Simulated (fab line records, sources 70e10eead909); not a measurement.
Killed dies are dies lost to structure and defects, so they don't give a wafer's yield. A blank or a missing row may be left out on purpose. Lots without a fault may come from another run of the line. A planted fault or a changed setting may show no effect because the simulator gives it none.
fab line records | flow nand_harc
record lots=5 wafers=15 last_day=24
route steps=1159 shown P_M0@266 P_M1@285 END@1159
lots that met no fault: from a run of the same line without faults
start_h: hours from the record's first day to the start of the lot's first wafer shown | wait_h: hours since the lot's step before | " the same as in the row above | L1.1+2: a row that stands for several wafers | - no value, or no start given | * or withheld: withheld | < > ~ a bound
route shown NAME@n: a module of which the file shows steps, and the number in the route of the first | usual: mean/standard deviation of fault-free wafers | same: alike in all rows | chamber/n: place in a boat | sites: the reading at each site | _std_site: their standard deviation | _edge_site: outer sites' mean less inner sites' | radius_mm: how far each site lies from the wafer's centre | mask NAME#n: copy n | behind: the tool/chamber that last shaped the wafer | hold: why the lot was held/for how many hours/how that ended | device: the transistor (n, p or np) that didn't switch | end of line: the same wafers' tests at the end of the route | a step without rows: its recipe alone | killed: dies lost to structure and defects at the first sort, not the wafer's yield | map: a wafer's dies, x killed, . not, _ none there
set.NAME: the setting as run; set.NAME@STEP: as run at that earlier step | model.NAME: the simulator's own value behind a step, which no gauge read
lots at some steps of the route; a table a step, a row a wafer
services: from which hour (start_h, from the record's first day; less than 0 if before it) a tool's chamber was out of use, for how many hours, and why
## steps
# step NHARC_P_M0_DESCUM_14
# recipe time_s=3 o2_flow_sccm=200 ar_flow_sccm=0 bias_power_w=0 chemistry=O2
# usual drypump_motor_current_A=5.6/0.44 mfc_ar_sccm=0.008/0.013 oes_product_au=1.002/0.0082 rf_vpp_V=57.7/0.93 showerhead_plenum_p_Torr=1.91/0.073 throttle_valve_pct=11.312/0.0085
# columns lot.wafer tool chamber start_h wait_h drypump_motor_current_A mfc_ar_sccm oes_product_au rf_hours_counter_h rf_vpp_V showerhead_plenum_p_Torr throttle_valve_pct
L164.3 rie_diel-12 1 137.14 0.1 4.8 0.035 1.009 9 57.7 1.90 11.309
L164.2 " 2 " " 6.6 0 1.002 9 56.2 1.79 11.315
L164.4 " 3 " " 5.1 0 1.001 10 58.1 1.80 11.304
L169.4 rie_diel-03 1 154.56 0.1 5.8 0 0.997 6 58.5 1.93 11.306
L169.3 " 3 " " 5.5 0.007 0.999 7 59.2 1.94 11.309
L169.5 " 1 " " 5.7 0 1.010 - 57.5 1.93 11.317
L175.2 rie_diel-05 3 207.82 0.1 6.0 0.024 1.005 2 57.3 1.82 11.317
L175.5 " 1 " " 5.3 0 0.998 - 57.1 1.87 11.324
L175.6 " 2 " " 5.3 0.041 1.015 - 58.3 1.92 11.308
L182.2 rie_diel-05 3 233.20 0.1 6.0 0.024 1.006 4 55.8 1.82 11.320
L182.3 " 1 " " 5.2 0 0.997 4 57.0 1.87 11.311
L182.1 " 2 " " 5.4 0.041 0.996 4 57.2 1.92 11.307
L183.3 rie_diel-05 1 251.09 0.1 5.2 0 1.015 7 57.7 1.87 11.314
L183.6 " 1 " " 5.2 0 1.020 - 57.4 1.87 11.314
L183.5 " 2 " " 5.3 0.041 1.016 - 57.8 1.92 11.312
# step NHARC_P_M0_ETCH_34
# recipe target_depth_a=400 overetch_a=120 time_s=43.94 ion_energy_ev=200 n2_flow_sccm=150 h2_flow_sccm=150 ar_flow_sccm=0 rf_w=400 bias_w=150 chemistry=N2/H2
# step NHARC_P_M0_ETCH_15
# recipe target_depth_a=1500 overetch_a=150 time_s=82.5 c4f8_flow_sccm=withheld ar_flow_sccm=400 rf_w=600 bias_w=300 chemistry=C4F8/Ar
# usual oes_product_au=0.964/0.014 rf_vpp_V=440.9/2.4
# columns lot.wafer tool chamber start_h wait_h oes_product_au rf_hours_counter_h rf_vpp_V
L164.4 rie_diel-12 1 - - 0.962 9 441.4
L164.2 " 2 " " 0.943 9 437.2
L164.3 " 3 " " 0.962 10 437.3
L169.3 rie_diel-03 1 - - 0.954 6 442.1
L169.4 " 0 " " 0.957 6 442.6
L169.5 " 1 " " 0.967 - 440.1
L175.2 rie_diel-05 2 - - 0.963 1 441.6
L175.6 " 2 " " 0.964 - 441.0
L175.5 " 3 " " 0.981 - 437.9
L182.1 rie_diel-05 2 - - 0.982 4 441.7
L182.2 " 3 " " 0.978 4 437.7
L182.3 " 1 " " 0.974 5 439.4
L183.3 rie_diel-05 3 - - 0.981 5 438.9
L183.6 " 0 " " 0.986 - 440.0
L183.5 " 1 " " 0.977 - 439.7
# step NHARC_P_M0_CD_MEAS_16
# usual cd_nm=89.9/0.74
# columns lot.wafer tool chamber start_h wait_h cd_nm
L164.2 cd_sem-01 - 137.44 - 90.6
L164.3 " - " " 90.9
L164.4 " - " " 90.4
L169.3 cd_sem-02 - 154.85 - 90.0
L169.4 " - " " 88.6
L169.5 " - " " 90.0
L175.2 cd_sem-03 - 208.10 - 89.3
L175.5 " - " " 90.5
L175.6 " - " " 89.4
L182.1 cd_sem-03 - 233.50 - 89.6
L182.2 " - " " 89.2
L182.3 " - " " 88.7
L183.3 cd_sem-01 - 251.39 - 89.0
L183.5 " - " " 89.9
L183.6 " - " " 90.7
# step NHARC_P_M0_STRIP_18
# recipe power_w=1000 n2_flow_sccm=150 h2_flow_sccm=150 ar_flow_sccm=0 bias_w=0 chemistry=N2/H2
# step NHARC_P_M0_STRIP_19
# recipe time_s=600 temp_c=30 chemistry=post_etch_residue_remover
# step NHARC_P_M0_DEGAS_28
# recipe temp_c=250 time_s=60
# step NHARC_P_M0_PRE_CLEAN_29
# recipe time_s=30 temp_c=280 gas=H2/He
# step NHARC_P_M0_PVD_20
# recipe target_thk_a=50 bias_v=168.6 power_w=15000 chamber_pressure_pa=0.12 time_s=8.06 substrate_temp_c=50 material=TaN
# usual substrate_temp_c=49.99/0.12 throttle_valve_pct=30.2/0.69
# columns lot.wafer tool chamber start_h wait_h substrate_temp_c throttle_valve_pct
L164.2 pvd_sputter-03 - - - 49.99 30.6
L164.3 " - " " 49.89 30.1
L164.4 " - " " 50.15 30.8
L169.4 pvd_sputter-01 - - - 49.98 30.4
L169.3 " - " " 50.00 30.1
L169.5 " - " " 49.84 30.1
L175.2 pvd_sputter-03 - - - 50.08 30.8
L175.6 " - " " 50.14 29.0
L175.5 " - " " 49.96 30.7
L182.3 pvd_sputter-01 - - - 50.06 30.7
L182.2 " - " " 50.12 30.8
L182.1 " - " " 49.89 30.9
L183.3 pvd_sputter-02 - - - 50.01 30.5
L183.5 " - " " 50.00 30.3
L183.6 " - " " 49.85 30.5
# step NHARC_P_M0_PVD_21
# recipe target_thk_a=300 chamber_pressure_pa=5 power_w=5000 substrate_temp_c=30 time_s=20.49 material=Cu
# usual substrate_temp_c=30.01/0.11 throttle_valve_pct=30.2/0.71
# columns lot.wafer tool chamber start_h wait_h substrate_temp_c throttle_valve_pct
L164.2 pvd_sputter-03 - - - 30.13 29.2
L164.3 " - " " 29.72 30.5
L164.4 " - " " 30.01 29.9
L169.3 pvd_sputter-01 - - - 29.97 30.3
L169.4 " - " " 29.99 30.0
L169.5 " - " " 29.91 30.3
L175.2 pvd_sputter-03 - - - 30.07 30.5
L175.6 " - " " 29.96 30.1
L175.5 " - " " 30.09 30.5
L182.1 pvd_sputter-01 - - - 29.80 30.9
L182.3 " - " " 30.22 31.1
L182.2 " - " " 29.88 31.1
L183.3 pvd_sputter-02 - - - 29.88 28.7
L183.6 " - " " 30.01 30.3
L183.5 " - " " 29.99 28.7
# step NHARC_P_M0_ECD_22
# recipe target_thk_a=4000 bath_temp_c=25 material=Cu
# step NHARC_P_M0_ANNEAL_30
# recipe temp_c=225 time_s=90
# step NHARC_P_M0_CMP_23
# recipe t_overpolish_s=20 target_thk_nm=117.53
# usual motor_current_A=12.3/1.3 slurry_flow_ml_min=150.0/0.43 time_to_endpoint_s=30.2/3
# columns lot.wafer tool chamber start_h wait_h motor_current_A slurry_flow_ml_min time_to_endpoint_s
L164.3 cmp-03 1 139.14 - 12.9 150.7 25.1
L164.2 " 2 " " 12.6 148.9 34.5
L164.4 " 3 " " 11.7 150.1 29.8
L169.3 cmp-02 0 156.63 - 11.6 149.6 32.3
L169.4 " 1 " " 13.1 150.4 26.7
L169.5 " 3 " " 13.4 150.7 29.1
L175.2 cmp-03 1 209.92 - 12.6 150.1 30.9
L175.5 " 2 " " 13.0 150.2 36.2
L175.6 " 3 " " 11.3 149.6 31.7
L182.1 cmp-01 0 235.40 - 14.5 150.3 29.3
L182.2 " 1 " " 11.6 149.8 30.9
L182.3 " 2 " " 11.7 149.5 26.1
L183.3 cmp-02 3 253.23 - 13.6 149.8 31.1
L183.5 " 2 " " 9.7 150.1 30.6
L183.6 " 3 " " 14.2 149.7 31.5
# step NHARC_P_M0_THK_MEAS_24
# recipe thk_meas_gauge=xrf
# usual thk_nm=118.1/1.5
# columns lot.wafer tool chamber start_h wait_h thk_nm
L164.2 film_metro-01 - 139.45 - 118.5
L164.3 " - " " 116.3
L164.4 " - " " 116.8
L169.3 film_metro-01 - 156.89 - 120.9
L169.4 " - " " 116.1
L169.5 " - " " 120.1
L175.2 film_metro-02 - 210.15 - 117.2
L175.5 " - " " 114.9
L175.6 " - " " 117.4
L182.1 film_metro-02 - 235.69 - 118.8
L182.2 " - " " 119.9
L182.3 " - " " 118.0
L183.3 film_metro-01 - 253.52 - 119.5
L183.5 " - " " 120.8
L183.6 " - " " 118.1
# step NHARC_P_M0_SRD_25
# step NHARC_P_M0_INSPECT_27
# usual raw_defect_count=347/150
# columns lot.wafer tool chamber start_h wait_h raw_defect_count
L164.2 defect_inspect-02 - 139.60 0.0 611
L164.3 " - " " 733
L164.4 " - " " 701
L169.3 defect_inspect-02 - 157.05 0.0 430
L169.4 " - " " 322
L169.5 " - " " 385
L175.2 defect_inspect-02 - 210.31 0.0 1538
L175.5 " - " " 1399
L175.6 " - " " 1475
L182.1 defect_inspect-02 - 235.85 0.0 321
L182.2 " - " " 450
L182.3 " - " " 524
L183.3 defect_inspect-02 - 253.67 0.0 504
L183.5 " - " " 238
L183.6 " - " " 684
# step NHARC_P_M0_PRE_CLEAN_31
# recipe time_s=12 temp_c=370 rf_power_w=300 gas=NH3
# step NHARC_P_M0_DEP_32
# recipe target_thk_a=300 temp_c=370 target_thk_nm=30 pressure_torr=3 flow_sccm=200 rf_w=450 material=SiCN
# step NHARC_P_M1_DEP_00
# recipe target_thk_a=1825 target_thk_nm=182.5 temp_c=withheld pressure_torr=5 flow_sccm=200 rf_w=600 material=SiOC
# step NHARC_P_M1_DEHYDRATE_01
# recipe temp_c=150 time_s=120
# step NHARC_P_M1_HMDS_02
# recipe time_s=30
# step NHARC_P_M1_COAT_34
# recipe temp_c=200 time_s=65
# step NHARC_P_M1_COAT_03
# recipe spin_rpm=1500 resist_thk_nm=90
# step NHARC_P_M1_SOFTBAKE_04
# recipe temp_c=105 time_s=55
# step NHARC_P_M1_EBR_05
# step NHARC_P_M1_EXPOSE_06
# recipe na=1.35 target_cd_nm=130 dose_mj=81.88 mask_id=P_M1
# step NHARC_P_M1_PEB_07
# recipe peb_temp_c=100 peb_time_s=65
# step NHARC_P_M1_DEVELOP_08
# recipe develop_time_s=35 dev_temp_c=23
# step NHARC_P_M1_CD_MEAS_09
# recipe target_cd_nm=130 landing_energy_ev=500
# usual cd_nm=130.4/0.63
# columns lot.wafer tool chamber start_h wait_h cd_nm
L164.2 cd_sem-02 0 141.01 - 131.2
L164.3 " 0 " " 131.2
L164.4 " 0 " " 130.7
L169.3 cd_sem-01 0 158.44 - 131.0
L169.4 " 0 " " 129.6
L169.5 " 0 " " 130.6
L175.2 cd_sem-02 0 211.72 - 130.5
L175.5 " 0 " " 130.8
L175.6 " 0 " " 130.0
L182.1 cd_sem-01 0 237.21 - 130.4
L182.2 " 0 " " 129.5
L182.3 " 0 " " 131.0
L183.3 cd_sem-02 0 255.08 - 129.8
L183.5 " 0 " " 129.2
L183.6 " 0 " " 130.5
# step NHARC_P_M1_OVL_MEAS_10
# recipe pitch_nm=260
# usual overlay_x_nm=-0.1/0.81 overlay_y_nm=0.1/0.76
# columns lot.wafer tool chamber start_h wait_h overlay_x_nm overlay_y_nm
L164.2 overlay-01 - 141.10 - 0.1 -1.4
L164.3 " - " " 0.4 -1.2
L164.4 " - " " 0.3 -1.2
L169.3 overlay-01 - 158.53 - 0.9 2.0
L169.4 " - " " 0.9 1.7
L169.5 " - " " 0.0 1.7
L175.2 overlay-01 - 211.80 - -1.1 0.2
L175.5 " - " " -0.8 -0.4
L175.6 " - " " -0.7 0.1
L182.1 overlay-01 - 237.30 - -0.3 0.4
L182.2 " - " " 0.1 0.9
L182.3 " - " " -0.1 0.3
L183.3 overlay-01 - 255.16 - -0.1 0.7
L183.5 " - " " -0.1 0.0
L183.6 " - " " -0.6 0.1
# step NHARC_P_M1_INSPECT_11
# usual raw_defect_count=3.9/2.4
# columns lot.wafer tool chamber start_h wait_h raw_defect_count
L164.2 defect_inspect-01 - 141.15 0.1 1
L164.3 " - " " 2
L164.4 " - " " 5
L169.3 defect_inspect-01 - 158.56 0.0 0
L169.4 " - " " 7
L169.5 " - " " 1
L175.2 defect_inspect-02 - 211.84 0.0 1162
L175.5 " - " " 1093
L175.6 " - " " 1104
L182.1 defect_inspect-02 - 237.34 0.0 1
L182.2 " - " " 5
L182.3 " - " " 4
L183.3 defect_inspect-01 - 255.20 0.0 1
L183.5 " - " " 3
L183.6 " - " " 1
# step NHARC_P_M1_DESCUM_14
# recipe time_s=3 o2_flow_sccm=200 ar_flow_sccm=0 bias_power_w=0 chemistry=O2
# usual drypump_motor_current_A=5.6/0.49 mfc_ar_sccm=0.006/0.0089 oes_product_au=0.997/0.0099 rf_vpp_V=57.8/0.9 showerhead_plenum_p_Torr=1.91/0.089 throttle_valve_pct=11.312/0.0097
# columns lot.wafer tool chamber start_h wait_h drypump_motor_current_A mfc_ar_sccm oes_product_au rf_hours_counter_h rf_vpp_V showerhead_plenum_p_Torr throttle_valve_pct
L164.3 rie_diel-06 2 141.21 0.1 5.8 0.013 0.984 5 57.7 1.82 11.316
L164.2 " 3 " " 4.7 0 1.000 6 58.2 1.99 11.303
L164.4 " 0 " " 5.8 0 0.999 5 55.7 1.89 11.306
L169.3 rie_diel-04 2 158.63 0.1 5.8 0.026 1.011 2 58.2 1.85 11.304
L169.4 " 0 " " 5.3 0.015 1.001 2 57.0 2.06 11.316
L169.5 " 1 " " 6.0 0 1.017 - 58.1 1.85 11.320
L175.2 rie_diel-10 2 211.90 0.1 5.8 0 0.986 1 58.7 2.03 11.310
L175.6 " 2 " " 5.8 0 0.973 - 57.1 2.03 11.304
L175.5 " 3 " " 6.4 0 0.991 - 57.7 1.93 11.310
L182.1 rie_diel-06 0 237.40 0.1 5.8 0 0.997 13 57.6 1.89 11.310
L182.2 " 1 " " 6.2 0 1.022 13 58.0 1.79 11.324
L182.3 " 2 " " 5.8 0.013 0.995 11 56.0 1.82 11.337
L183.3 rie_diel-10 3 255.26 0.1 6.4 0 0.999 2 58.1 1.93 11.312
L183.6 " 3 " " 6.4 0 0.990 - 60.6 1.93 11.302
L183.5 " 1 " " 5.0 0 0.981 - 59.2 2.05 11.314
# step NHARC_END_SORT_01
# recipe temp_c=25
# usual defect_limited_yield=95.2/1.6 killed_at_array=29/10 killed_at_other=0.7/1.1 killed_at_periphery=3.2/2.2 killed_dies=33/11 killed_open=3.5/1.8 killed_short=2.0/1.4 sort_bin_2_pct=1.5/0.61 sort_bin_3_pct=0.29/0.22 sort_bin_4_pct=3.1/1.1 sort_n_pass=644/11 sort_rim_yield_pct=95/3.3 sort_yield_pct=95.2/1.6
# same gross_dies=677 sort_bin_5_pct[%]=0 sort_bin_6_pct[%]=0 sort_bin_7_pct[%]=0 sort_bin_8_pct[%]=0 sort_rim_n_gross=106.00
# columns lot.wafer tool chamber start_h wait_h defect_limited_yield[%] killed_at_array killed_at_other killed_at_periphery killed_dies killed_open killed_short sort_bin_2_pct[%] sort_bin_3_pct[%] sort_bin_4_pct[%] sort_n_pass sort_rim_yield_pct[%] sort_yield_pct[%]
L164.2 prober-01 0 475.40 2.8 96.8 20 0 2 22 2 3 1.3 0 1.9 655 97 96.8
L164.3 prober-01 0 476.19 3.1 96.0 25 0 2 27 3 2 0.6 0.59 2.8 650 98 96.0
L164.4 prober-01 0 476.98 3.4 94.5 35 0 2 37 2 4 1.5 0.74 3.2 640 90 94.5
L169.3 prober-02 0 484.12 3.1 96.2 25 0 1 26 3 1 1.2 0 2.7 651 98 96.2
L169.4 prober-02 0 484.93 3.4 95.4 27 0 4 31 7 0 0.9 0.44 3.2 646 92 95.4
L169.5 prober-02 0 485.74 3.7 97.8 13 0 2 15 2 2 0.4 0.30 1.5 662 97 97.8
L175.2 prober-02 0 535.11 2.8 17.4 12 0 547 559 1 0 36.2 10.04 36.3 118 18 17.4
L175.5 prober-02 0 537.51 3.7 20.1 7 0 534 541 0 0 34.4 7.83 37.7 136 21 20.1
L175.6 prober-02 0 538.31 4.0 18.6 12 0 539 551 2 2 36.3 7.24 37.8 126 21 18.6
L182.1 prober-01 0 566.58 2.5 93.4 41 2 2 45 4 3 2.5 0.59 3.5 632 97 93.4
L182.2 prober-01 0 567.37 2.8 94.7 33 0 3 36 4 0 1.9 0 3.4 641 94 94.7
L182.3 prober-01 0 568.16 3.1 94.8 33 0 2 35 2 2 1.9 0.30 3.0 642 100 94.8
L183.3 prober-02 0 575.83 3.1 92.3 51 0 1 52 2 1 2.5 0.44 4.7 625 97 92.3
L183.5 prober-02 0 577.43 3.7 93.6 41 2 0 43 3 1 2.4 0.15 3.8 634 95 93.6
L183.6 prober-02 0 578.23 4.0 94.2 35 3 1 39 2 3 2.2 0.89 2.7 638 90 94.2
# killed by level:class
L164.2 A_CHANNEL_HOLE_D1:chamber_film_flake=13 A_CONTACT:chamber_film_flake=2 P_CONTACT:geometric_particle:open=1 P_M0:geometric_particle:open=1 A_CHANNEL_HOLE_D1:geometric_particle:short=1 A_SGD_CUT:geometric_particle:short=1 A_WL_FILL:geometric_particle:short=1 A_CHANNEL_FILL_D1:chamber_film_flake=1
L164.3 A_CHANNEL_HOLE_D1:chamber_film_flake=15 A_STAIRCASE:chamber_film_flake=3 A_CONTACT:chamber_film_flake=2 P_M2:geometric_particle:open=1 A_CHANNEL_FILL_D1:geometric_particle:short=1 A_SGD_CUT:geometric_particle:short=1 A_WL_FILL:geometric_particle:open=1 A_CONTACT:geometric_particle:open=1
L164.4 A_CHANNEL_HOLE_D1:chamber_film_flake=17 A_STAIRCASE:chamber_film_flake=5 A_CONTACT:chamber_film_flake=4 A_WL_FILL:chamber_film_flake=2 P_CONTACT:geometric_particle:open=1 A_SOURCE_PLATE:geometric_particle:short=1 A_ONON_D1:geometric_particle:short=1 A_CHANNEL_HOLE_D1:geometric_particle:open=1
L169.3 A_CHANNEL_HOLE_D1:chamber_film_flake=18 A_STAIRCASE:chamber_film_flake=3 A_CONTACT:geometric_particle:open=2 P_M0:geometric_particle:open=1 A_WL_FILL:geometric_particle:short=1 A_CONTACT:chamber_film_flake=1
L169.4 A_CHANNEL_HOLE_D1:chamber_film_flake=16 A_CONTACT:chamber_film_flake=3 A_CONTACT:geometric_particle:open=2 P_STI:chamber_film_flake=2 A_STAIRCASE:chamber_film_flake=2 P_ZERO_WELL:geometric_particle:open=1 P_CONTACT:geometric_particle:open=1 A_ONON_D1:geometric_particle:open=1
L169.5 A_CHANNEL_HOLE_D1:chamber_film_flake=6 A_STAIRCASE:chamber_film_flake=2 A_CONTACT:chamber_film_flake=2 P_M0:geometric_particle:short=1 P_M1:geometric_particle:open=1 A_SOURCE_PLATE:geometric_particle:open=1 A_CHANNEL_HOLE_D1:geometric_particle:short=1 A_ZERO_WELL:chamber_film_flake=1
L175.2 P_M0:unspecified=547 A_CONTACT:chamber_film_flake=5 A_CHANNEL_HOLE_D1:chamber_film_flake=3 A_BONDPAD:chamber_film_flake=3 A_ONON_D1:geometric_particle:open=1
L175.5 P_M0:unspecified=534 A_CONTACT:chamber_film_flake=4 A_STAIRCASE:chamber_film_flake=2 A_CHANNEL_HOLE_D1:chamber_film_flake=1
L175.6 P_M0:unspecified=537 A_CHANNEL_HOLE_D1:chamber_film_flake=6 A_BONDPAD:chamber_film_flake=3 A_WL_FILL:geometric_particle:short=2 P_STI:geometric_particle:open=1 P_CONTACT:geometric_particle:open=1 A_CONTACT:chamber_film_flake=1
L182.1 A_CHANNEL_HOLE_D1:chamber_film_flake=30 A_CONTACT:chamber_film_flake=4 P_M0:geometric_particle:open=2 STARTING-WAFER:geometric_particle:short=2 A_SLIT:chamber_film_flake=2 A_SOURCE_PLATE:geometric_particle:open=1 A_WL_FILL:geometric_particle:short=1 A_M0:geometric_particle:open=1
L182.2 A_CHANNEL_HOLE_D1:chamber_film_flake=20 A_CONTACT:chamber_film_flake=6 A_STAIRCASE:chamber_film_flake=2 P_M0:geometric_particle:open=1 A_SOURCE_PLATE:geometric_particle:open=1 A_CHANNEL_HOLE_D1:geometric_particle:open=1 A_CHANNEL_FILL_D1:geometric_particle:open=1 P_STI:chamber_film_flake=1
L182.3 A_CHANNEL_HOLE_D1:chamber_film_flake=23 A_WL_FILL:chamber_film_flake=2 A_CONTACT:chamber_film_flake=2 A_BLC:chamber_film_flake=2 P_GATE:geometric_particle:short=1 P_M0:geometric_particle:open=1 A_SGD_CUT:geometric_particle:short=1 A_M0:geometric_particle:open=1
L183.3 A_SLIT:chamber_film_flake=20 A_SGD_CUT:chamber_film_flake=8 A_CONTACT:chamber_film_flake=8 A_CHANNEL_HOLE_D1:chamber_film_flake=5 A_ZERO_WELL:chamber_film_flake=3 A_STAIRCASE:chamber_film_flake=3 A_WL_FILL:chamber_film_flake=2 P_CONTACT:geometric_particle:open=1
L183.5 A_SLIT:chamber_film_flake=23 A_CHANNEL_HOLE_D1:chamber_film_flake=4 A_CONTACT:chamber_film_flake=3 A_CHANNEL_FILL_D1:chamber_film_flake=2 A_SGD_CUT:chamber_film_flake=2 THIN_TSV:chamber_film_flake=2 A_ONON_D1:geometric_particle:open=1 A_SLIT:geometric_particle:open=1
L183.6 A_SLIT:chamber_film_flake=13 A_CHANNEL_HOLE_D1:chamber_film_flake=8 A_SGD_CUT:chamber_film_flake=5 A_CONTACT:chamber_film_flake=4 THIN_TSV:chamber_film_flake=2 P_M1:geometric_particle:short=1 A_ONON_D1:geometric_particle:short=1 A_CHANNEL_HOLE_D1:geometric_particle:open=1
# map L175.2 (x killed, . not)
____________.____________
_________xxxxx.x_________
_______xxxxxxx.x.._______
______xxxx.xxxxxx.x______
_____xxxxxxxxxxxxxxx_____
____x.xxxxx.x.x.x..xx____
____xxx.xxxxxxxx.xxx.____
___xxx.xx.xxxxxxxxxxxx___
___xxxxxx.x.xxxxxxxxxx___
__xxx.x.xxxxxx.xx.xxxxx__
__xxxxxxxxxx.xxxx..xx.x__
_xxxxxxxxx..xx.xxxxxxx.x_
_xxxxxx.xxxxxxx..xx.xxxx_
_x.xxx.xxx..x.xxx.x..xx._
_.xxxxxxx.x.xxx.x.xx.xxx_
_xxxxxxxxxxxxxxxx.xx.xx._
xxxxx.x.xxxx.xxxxxxx..xxx
xxxxxxxxxxx.xxxxxxx.xxxxx
x.xxxxxxx.x.xxxxxxxx.xxxx
xxxxxxxxxxxx.xxxxxx.xx..x
xxxxx..xxxxxxxxxx..xxxxxx
_xxxxx..x.xxxxxxxxxxxxxx_
_xx.xxxxxx.xxxxx.xxxx.xx_
_xxx.xxxxxxxxxxxx.xxxx.x_
_.xxxxxxxxxxxxxxxxxxxxxx_
_xxxxxxxxxxx.xxxxxx..x.x_
__xxxx.xxxxx..x.x.xxxxx__
__xxx.xxxxxxxxxxxxx.xxx__
___xxxxxxx.xxxxx.xxxxx___
___xxx.x..xx.xx.xx.xxx___
____xxxxxxxxxxxxx.x.x____
____.x.x.xxxxxxxxxxxx____
_____.xxxxx.xxx.xxx._____
______xx..xxx.xxxxx______
_______x.xxxxxxxxx_______
_________x.xxxxx_________
____________.____________
# map L164.4 (x killed, . not)
____________.____________
_________......._________
_______..........._______
______.............______
_____..............._____
____.................____
____......x..........____
___.................xx___
___...................___
__.........x......x..xx__
__..................xxx__
_..................x.xx._
_..................xx..._
_....x....x...x.......x._
_......x............x..._
_....................x.x_
....x....................
.........................
...x..........x..........
.........................
x...................x....
_......................._
_.............x........._
_......................._
_x......................_
_xx....................._
__x....................__
__........x........x...__
___.....x.............___
___...................___
____.................____
____.................____
_____..............._____
______.............______
_______..........._______
_________..x...._________
____________.____________
## services
# columns tool chamber start_h hours kind
pvd_sputter-01 - 114.69 2.0 repair
cmp-02 - 128.50 4.0 pm
rie_diel-06 1 132.28 3.8 repair
rie_diel-12 0 142.69 1.5 repair
rie_diel-12 1 151.24 1.4 repair
cmp-03 - 156.00 4.0 pm
pvd_sputter-01 - 158.03 10.0 pm
rie_diel-05 - 158.67 1.0 repair
rie_diel-05 - 163.60 9.0 pm
rie_diel-03 2 171.77 5.3 repair
pvd_sputter-01 - 173.50 0.9 repair
rie_diel-10 - 176.50 9.0 pm
rie_diel-05 0 189.94 8.1 repair
pvd_sputter-01 - 191.58 1.5 repair
cmp-03 - 196.78 2.9 repair
rie_diel-12 - 202.40 9.0 pm
rie_diel-05 1 202.65 3.3 repair
rie_diel-06 2 202.96 13.3 repair
rie_diel-10 0 207.78 2.1 repair
pvd_sputter-02 - 214.02 10.0 pm
rie_diel-03 - 215.30 9.0 pm
cmp-02 - 226.56 4.0 pm
rie_diel-06 - 241.21 9.0 pm
rie_diel-10 0 248.10 6.1 repair
## key
first_sign step=NHARC_P_M0_INSPECT_27 reading=raw_defect_count direction=up sigmas=7.4 usual=347 struck=1471
effect step=NHARC_P_M1_INSPECT_11 reading=raw_defect_count direction=up sigmas=99+ usual=3.9 struck=1119.7
effect step=NHARC_END_SORT_01 reading=killed_at_periphery direction=up sigmas=99+ usual=3.2 struck=540
more_kills_born_at NHARC_P_M0_CMP_23@cmp-03=1618
met_at NHARC_P_M0_CMP_23
struck_wafers L175.2,L175.5,L175.6
onset_between 139.14 209.92
also_fits NHARC_P_M0_PVD_20:pvd_sputter-03,NHARC_P_M0_PVD_21:pvd_sputter-03
fault kind=chamber_particle_source tool=cmp-03 chamber=- onset_h=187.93 steps=NHARC_P_M0_CMP_23 rate_per_visit_cm2=1.7248
